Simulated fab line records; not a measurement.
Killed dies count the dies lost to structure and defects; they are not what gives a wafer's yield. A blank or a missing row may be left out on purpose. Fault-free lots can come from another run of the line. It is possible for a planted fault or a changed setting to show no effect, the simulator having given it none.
The tool behind it: which one? -- flow n5-finfet -- 24 lots with 72 wafers sampled at 6 steps, on a route of 1938 steps

== WHAT THE GAUGES SHOWED, per wafer ==
No reading from a measuring or inspecting step in the record can be judged against a usual standard deviation.

== WHICH TOOL RAN EACH LOT (tool, then ch and the chambers of the sampled wafers, then the start) ==
lot,N5_SDB_CMP_30,N5_HKMG_FIN_CVD_62,N5_GATE_CUT_VAPOR_ETCH_49,N5_MOL_CONTACT_COAG_PRE_CLEAN_141,N5_MOL_CONTACT_COAG_SPUTTER_143,N5_MOL_CONTACT_COAG_ANNEAL_113
L074,"cmp-04 ch 0,3, day 3 21:55","thermal-cvd-si-02 ch 1,2, day 4 01:37","rie-metal-01 ch 0, day 4 13:34","pvd-sputter-01, day 4 19:35","pvd-sputter-01, day 4 19:38","rtp-anneal-01 ch 0, day 4 20:23"
L075,"cmp-03 ch 1,2,3, day 4 09:16","thermal-cvd-si-01 ch 0,2, day 4 13:19","rie-metal-02 ch 0,1, day 5 00:27","pvd-sputter-01, day 5 07:40","pvd-sputter-01, day 5 07:43","rtp-anneal-02 ch 0, day 5 08:28"
L076,"cmp-03 ch 1,2,3, day 4 12:14","thermal-cvd-si-02 ch 0,2, day 4 16:12","rie-metal-01 ch 1, day 5 03:38","pvd-sputter-03, day 5 09:13","pvd-sputter-03, day 5 09:16","rtp-anneal-01 ch 0, day 5 10:01"
L077,"cmp-01 ch 0,1,2, day 4 13:35","thermal-cvd-si-01 ch 0,1,2, day 4 17:29","rie-metal-02 ch 0,1, day 5 06:12","pvd-sputter-03, day 5 11:38","pvd-sputter-03, day 5 11:42","rtp-anneal-01 ch 0, day 5 13:08"
L078,"cmp-04 ch 0,1, day 4 22:41","thermal-cvd-si-02 ch 0,2, day 5 02:24","rie-metal-03 ch 0,1, day 5 13:09","pvd-sputter-02, day 5 18:42","pvd-sputter-02, day 5 18:46","rtp-anneal-01 ch 0, day 5 19:47"
L079,"cmp-04 ch 0,2,3, day 5 05:07","thermal-cvd-si-01 ch 0,1, day 5 08:59","rie-metal-02 ch 0,1, day 5 19:38","pvd-sputter-02, day 6 01:34","pvd-sputter-02, day 6 01:37","rtp-anneal-01 ch 0, day 6 02:22"
L080,"cmp-03 ch 2,3, day 5 11:46","thermal-cvd-si-02 ch 1,2, day 5 15:29","rie-metal-03 ch 0,1, day 6 02:15","pvd-sputter-01, day 6 08:35","pvd-sputter-01, day 6 08:39","rtp-anneal-01 ch 0, day 6 09:32"
L081,"cmp-04 ch 0,1,2, day 5 17:35","thermal-cvd-si-01 ch 0,2, day 5 21:37","rie-metal-03 ch 0,1, day 6 08:27","pvd-sputter-02, day 6 13:31","pvd-sputter-02, day 6 13:35","rtp-anneal-02 ch 0, day 6 14:37"
L082,"cmp-01 ch 0,1,3, day 5 22:32","thermal-cvd-si-02 ch 0,1, day 6 02:13","rie-metal-02 ch 0,1, day 6 12:45","pvd-sputter-03, day 6 18:13","pvd-sputter-03, day 6 18:17","rtp-anneal-01 ch 0, day 6 19:05"
L083,"cmp-03 ch 2,3, day 6 06:01","thermal-cvd-si-01 ch 1,2, day 6 09:47","rie-metal-02 ch 0,1, day 6 20:24","pvd-sputter-01, day 7 02:50","pvd-sputter-01, day 7 02:54","rtp-anneal-02 ch 0, day 7 03:47"
L084,"cmp-03 ch 0,2,3, day 6 16:19","thermal-cvd-si-02 ch 0,1,2, day 6 20:07","rie-metal-02 ch 0,1, day 7 06:37","pvd-sputter-03, day 7 13:44","pvd-sputter-03, day 7 13:48","rtp-anneal-01 ch 0, day 7 14:32"
L085,"cmp-04 ch 1,2,3, day 6 16:53","thermal-cvd-si-01 ch 1,2, day 6 20:40","rie-metal-03 ch 0,1, day 7 07:18","pvd-sputter-01, day 7 15:02","pvd-sputter-01, day 7 15:05","rtp-anneal-02 ch 0, day 7 16:01"
L086,"cmp-01 ch 1,2,3, day 6 21:25","thermal-cvd-si-02 ch 0,1, day 7 00:58","rie-metal-03 ch 0,1, day 7 12:02","pvd-sputter-03, day 7 21:11","pvd-sputter-03, day 7 21:14","rtp-anneal-02 ch 0, day 7 22:23"
L087,"cmp-04 ch 1,3, day 7 04:53","thermal-cvd-si-01 ch 0,1,2, day 7 08:44","rie-metal-02 ch 0,1, day 7 19:08","pvd-sputter-02, day 8 01:05","pvd-sputter-02, day 8 01:08","rtp-anneal-02 ch 0, day 8 01:53"
L088,"cmp-01 ch 0,2, day 7 09:36","thermal-cvd-si-02 ch 0,2, day 7 13:35","rie-metal-01 ch 0,1, day 8 00:04","pvd-sputter-02, day 8 05:46","pvd-sputter-02, day 8 05:49","rtp-anneal-01 ch 0, day 8 06:52"
L089,"cmp-03 ch 1,2,3, day 7 16:48","thermal-cvd-si-01 ch 1,2, day 7 20:28","rie-metal-01 ch 0,1, day 8 07:07","pvd-sputter-02, day 8 13:46","pvd-sputter-02, day 8 13:50","rtp-anneal-02 ch 0, day 8 14:43"
L090,"cmp-03 ch 2,3, day 7 20:53","thermal-cvd-si-02 ch 0,1, day 8 00:32","rie-metal-03 ch 0,1, day 8 11:01","pvd-sputter-02, day 8 16:43","pvd-sputter-02, day 8 16:47","rtp-anneal-01 ch 0, day 8 17:40"
L091,"cmp-03 ch 0,1,2, day 8 06:49","thermal-cvd-si-01 ch 0,1,2, day 8 10:29","rie-metal-01 ch 0,1, day 8 21:49","pvd-sputter-02, day 9 05:32","pvd-sputter-02, day 9 05:35","rtp-anneal-01 ch 0, day 9 06:20"
L092,"cmp-04 ch 1,3, day 8 08:25","thermal-cvd-si-02 ch 1,2, day 8 12:25","rie-metal-02 ch 0,1, day 8 23:19","pvd-sputter-03, day 9 06:27","pvd-sputter-03, day 9 06:31","rtp-anneal-01 ch 0, day 9 07:14"
L093,"cmp-04 ch 0,1,2, day 8 17:51","thermal-cvd-si-01 ch 0,2, day 8 21:40","rie-metal-02 ch 0,1, day 9 08:08","pvd-sputter-01, day 9 13:17","pvd-sputter-01, day 9 13:21","rtp-anneal-02 ch 0, day 9 14:05"
L094,"cmp-03 ch 0,2,3, day 9 02:16","thermal-cvd-si-02 ch 0,1,2, day 9 05:52","rie-metal-03 ch 1, day 9 16:45","pvd-sputter-02, day 10 02:40","pvd-sputter-02, day 10 02:43","rtp-anneal-01 ch 0, day 10 03:49"
L095,"cmp-01 ch 0,1,3, day 9 02:46","thermal-cvd-si-01 ch 0,1,2, day 9 06:32","rie-metal-03 ch 0,1, day 9 18:24","pvd-sputter-02, day 10 02:25","pvd-sputter-02, day 10 02:29","rtp-anneal-02 ch 0, day 10 03:19"
L096,"cmp-03 ch 0,2,3, day 9 09:11","thermal-cvd-si-02 ch 0,1,2, day 9 13:00","rie-metal-03 ch 0,1, day 9 23:59","pvd-sputter-02, day 10 06:02","pvd-sputter-02, day 10 06:06","rtp-anneal-02 ch 0, day 10 06:52"
L097,"cmp-04 ch 1,2, day 9 14:46","thermal-cvd-si-01 ch 0,1,2, day 9 18:25","rie-metal-03 ch 0,1, day 10 05:27","pvd-sputter-02, day 10 11:39","pvd-sputter-02, day 10 11:43","rtp-anneal-02 ch 0, day 10 12:37"
- N5_SDB_CMP_30: polishes, stops on poly-Si, t overpolish 1.54 s, target thk 30 nm.
- N5_HKMG_FIN_CVD_62: deposits a-Si from Si2H6, target thk 3 nm, time 20.8 s.
- N5_GATE_CUT_VAPOR_ETCH_49: etches TiAlC in BCl3/Cl2.
- N5_MOL_CONTACT_COAG_PRE_CLEAN_141: time 60 s.
- N5_MOL_CONTACT_COAG_SPUTTER_143: material Co, target thk 2.5 nm.
- N5_MOL_CONTACT_COAG_ANNEAL_113: time 300 s.

== WHAT THE TOOLS THEMSELVES READ (means of the sampled wafers that have a number; where no wafer has one, the mark that the record gives instead) ==
N5_SDB_CMP_30. Usual: motor-current-A 12.6 A, standard deviation 1.2; overpolish-run-s 1.539 s, standard deviation 0.0093; platen-rpm 51.79 rpm, standard deviation 0.036; time-to-endpoint-s 17.9 s, standard deviation 2.4.
lot,tool,motor-current-A (A),overpolish-run-s (s),platen-rpm (rpm),time-to-endpoint-s (s),flag
L074,cmp-04,11.3,1.552,51.82,18.7,
L075,cmp-03,12.8,1.536,51.78,16.4,
L076,cmp-03,13.1,1.526,51.76,18.0,
L077,cmp-01,12.0,1.533,51.83,19.9,
L078,cmp-04,11.4,1.545,51.81,17.3,
L079,cmp-04,11.7,1.539,51.78,16.9,
L080,cmp-03,13.7,1.540,51.79,18.6,
L081,cmp-04,11.8,1.538,51.81,16.2,
L082,cmp-01,13.1,1.538,51.85,19.1,
L083,cmp-03,13.2,1.540,51.79,19.1,
L084,cmp-03,13.4,1.540,51.80,19.3,
L085,cmp-04,12.3,1.547,51.77,15.0,
L086,cmp-01,13.1,1.542,51.83,18.4,
L087,cmp-04,11.6,1.537,51.76,16.1,
L088,cmp-01,11.7,1.531,51.76,20.8,
L089,cmp-03,13.1,1.531,51.79,18.6,
L090,cmp-03,13.2,1.537,51.83,18.5,
L091,cmp-03,13.7,1.540,51.77,22.2,
L092,cmp-04,11.5,1.537,51.81,17.2,
L093,cmp-04,12.5,1.530,51.76,15.5,
L094,cmp-03,13.4,1.534,51.77,18.2,
L095,cmp-01,13.5,1.534,51.79,17.8,
L096,cmp-03,13.4,1.540,51.81,16.9,
L097,cmp-04,11.8,1.541,51.79,16.9,

N5_HKMG_FIN_CVD_62. Usual: heater-power-outer-w 876 W, standard deviation 75; heater-power-w 1354 W, standard deviation 110.
lot,tool,heater-power-outer-w (W),heater-power-w (W),flag
L074,thermal-cvd-si-02,845,1309,
L075,thermal-cvd-si-01,923,1349,
L076,thermal-cvd-si-02,802,1259,
L077,thermal-cvd-si-01,916,1412,
L078,thermal-cvd-si-02,802,1263,
L079,thermal-cvd-si-01,903,1472,
L080,thermal-cvd-si-02,846,1320,
L081,thermal-cvd-si-01,936,1364,
L082,thermal-cvd-si-02,793,1244,
L083,thermal-cvd-si-01,958,1359,
L084,thermal-cvd-si-02,831,1283,
L085,thermal-cvd-si-01,950,1435,
L086,thermal-cvd-si-02,799,1217,
L087,thermal-cvd-si-01,920,1424,
L088,thermal-cvd-si-02,812,1277,
L089,thermal-cvd-si-01,950,1383,
L090,thermal-cvd-si-02,778,1195,
L091,thermal-cvd-si-01,924,1431,
L092,thermal-cvd-si-02,881,1379,
L093,thermal-cvd-si-01,934,1370,
L094,thermal-cvd-si-02,836,1305,
L095,thermal-cvd-si-01,923,1412,
L096,thermal-cvd-si-02,837,1286,
L097,thermal-cvd-si-01,924,1413,

N5_GATE_CUT_VAPOR_ETCH_49. Usual: drypump-motor-current-A 5.5 A, standard deviation 0.54; oes-product-au 0.78 a.u., standard deviation 0.11.
lot,tool,drypump-motor-current-A (A),oes-product-au (a.u.),flag
L074,rie-metal-01,5.9,0.84,
L075,rie-metal-02,5.5,0.65,
L076,rie-metal-01,5.1,0.93,
L077,rie-metal-02,5.5,0.64,
L078,rie-metal-03,5.8,0.90,
L079,rie-metal-02,5.5,0.64,
L080,rie-metal-03,5.9,0.89,
L081,rie-metal-03,5.9,0.89,
L082,rie-metal-02,5.5,0.64,
L083,rie-metal-02,5.5,0.64,
L084,rie-metal-02,5.5,0.64,
L085,rie-metal-03,5.9,0.88,
L086,rie-metal-03,5.3,0.88,
L087,rie-metal-02,5.5,0.64,
L088,rie-metal-01,5.6,0.82,
L089,rie-metal-01,5.4,0.85,
L090,rie-metal-03,5.9,0.86,
L091,rie-metal-01,5.4,0.85,
L092,rie-metal-02,5.5,0.63,
L093,rie-metal-02,5.5,0.63,
L094,rie-metal-03,4.8,0.87,
L095,rie-metal-03,5.3,0.86,
L096,rie-metal-03,5.3,0.87,
L097,rie-metal-03,5.9,0.86,

N5_MOL_CONTACT_COAG_PRE_CLEAN_141. Usual: 444 W for heater-power-w, sd 52.
lot,tool,heater-power-w (W),flag
L074,pvd-sputter-01,473,
L075,pvd-sputter-01,413,
L076,pvd-sputter-03,452,
L077,pvd-sputter-03,440,
L078,pvd-sputter-02,403,
L079,pvd-sputter-02,447,
L080,pvd-sputter-01,409,
L081,pvd-sputter-02,499,
L082,pvd-sputter-03,460,
L083,pvd-sputter-01,417,
L084,pvd-sputter-03,454,
L085,pvd-sputter-01,421,
L086,pvd-sputter-03,467,
L087,pvd-sputter-02,488,
L088,pvd-sputter-02,432,
L089,pvd-sputter-02,462,
L090,pvd-sputter-02,463,
L091,pvd-sputter-02,452,
L092,pvd-sputter-03,444,
L093,pvd-sputter-01,428,
L094,pvd-sputter-02,410,
L095,pvd-sputter-02,463,
L096,pvd-sputter-02,462,
L097,pvd-sputter-02,420,

N5_MOL_CONTACT_COAG_SPUTTER_143. Usual: 30.1 % for throttle-valve-pct, sd 0.74.
lot,tool,throttle-valve-pct (%),flag
L074,pvd-sputter-01,30.2,
L075,pvd-sputter-01,30.2,
L076,pvd-sputter-03,29.8,
L077,pvd-sputter-03,30.5,
L078,pvd-sputter-02,29.5,
L079,pvd-sputter-02,29.9,
L080,pvd-sputter-01,30.1,
L081,pvd-sputter-02,29.9,
L082,pvd-sputter-03,29.5,
L083,pvd-sputter-01,30.2,
L084,pvd-sputter-03,29.6,
L085,pvd-sputter-01,30.3,
L086,pvd-sputter-03,29.5,
L087,pvd-sputter-02,29.4,
L088,pvd-sputter-02,30.8,
L089,pvd-sputter-02,30.4,
L090,pvd-sputter-02,30.4,
L091,pvd-sputter-02,30.6,
L092,pvd-sputter-03,30.9,
L093,pvd-sputter-01,30.1,
L094,pvd-sputter-02,30.3,
L095,pvd-sputter-02,30.4,
L096,pvd-sputter-02,29.8,
L097,pvd-sputter-02,30.4,

N5_MOL_CONTACT_COAG_ANNEAL_113. Usual: lamp-power-pct 2.54 %, standard deviation 0.18; wafer_temp_C_max 402.0, standard deviation 0.42.
lot,tool,lamp-power-pct (%),wafer_temp_C_max,flag
L074,rtp-anneal-01,2.38,401.8,
L075,rtp-anneal-02,2.74,402.1,
L076,rtp-anneal-01,2.38,401.9,
L077,rtp-anneal-01,2.38,401.6,
L078,rtp-anneal-01,2.38,402.7,
L079,rtp-anneal-01,2.38,401.9,
L080,rtp-anneal-01,2.38,402.1,
L081,rtp-anneal-02,2.74,402.1,
L082,rtp-anneal-01,2.38,401.6,
L083,rtp-anneal-02,2.74,402.0,
L084,rtp-anneal-01,2.38,402.2,
L085,rtp-anneal-02,2.74,401.6,
L086,rtp-anneal-02,2.74,401.8,
L087,rtp-anneal-02,2.74,402.0,
L088,rtp-anneal-01,2.38,401.9,
L089,rtp-anneal-02,2.74,402.1,
L090,rtp-anneal-01,2.38,402.1,
L091,rtp-anneal-01,2.38,402.2,
L092,rtp-anneal-01,2.38,402.2,
L093,rtp-anneal-02,2.74,401.7,
L094,rtp-anneal-01,2.38,402.1,
L095,rtp-anneal-02,2.74,402.3,
L096,rtp-anneal-02,2.73,402.5,
L097,rtp-anneal-02,2.74,402.1,

== THE ANSWER, worked out from the rows above alone ==
Rule: take the mean of a lot's wafers that have a number; if it is more than 3 standard deviations from the usual mean, the lot is off. Also off: a lot with no number at a reading for which 4 or more lots have one. Where the step has rows for the other lots, those lots are counted as sound. First the gauges in route order, then the tools' own readings, where a lot's mean is used as printed above. At the first step where some lot is off, the reading lying furthest off is the one used; lots without a number count as furthest.
None of the lots is off at any reading shown; this tells nothing.

== WHAT THE SIMULATOR HAD INSERTED ==
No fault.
